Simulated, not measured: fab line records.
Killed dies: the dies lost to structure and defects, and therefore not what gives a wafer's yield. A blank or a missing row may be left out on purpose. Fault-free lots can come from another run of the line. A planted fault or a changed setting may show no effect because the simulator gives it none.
Matching of chambers	flow n5_finfet	N5_BEOL_M8_DESCUM_33 on rie_diel-02 has 4 sister chambers
The step chemistry O2, time 7 s. 4 wafers are shown with their chamber, then 11 later ones without.

## WAFERS WITH THEIR CHAMBER
wafer	chamber	showerhead_plenum_p_Torr (Torr)
L078.3	2	2.01
L087.3	3	2.03
L088.5	1	2.10
L089.3	0	2.09

## WAFERS WHOSE CHAMBER IS MISSING
wafer	showerhead_plenum_p_Torr (Torr)
L089.5	2.10
L089.6	2.00
L092.2	2.10
L092.3	2.00
L092.4	2.09
L096.3	2.09
L096.5	2.03
L096.6	2.00
L097.1	2.03
L097.4	2.09
L097.5	2.08

## THE CHAMBER EACH PASSED THROUGH
wafer	from the rows above	in truth
L089.5	can't be placed: 1 or 0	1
L089.6	2	2
L092.2	can't be placed: 1 or 0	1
L092.3	2	2
L092.4	can't be placed: 0 or 1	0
L096.3	can't be placed: 0 or 1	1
L096.5	3	3
L096.6	2	2
L097.1	3	3
L097.4	can't be placed: 0 or 1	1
L097.5	can't be placed: 0 or 1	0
Correctly placed: 5 of 11. Not placeable from these rows: 6 (in 6, the candidates include the true chamber). Placed wrongly: 0.
How it was worked out, from the rows above alone: a wafer's distance from a chamber is the root of the sum, over the readings, of the square of ((its reading less the chamber's mean) divided by the reading's scatter). The wafer belongs to the nearest chamber; if the next one is less than 2 further off, it can't be placed. The mean given for a chamber averages the wafers shown for that chamber. The scatter: with one shown wafer a chamber, the root of the mean of the squares of how far each hidden wafer lies from its nearest shown one.
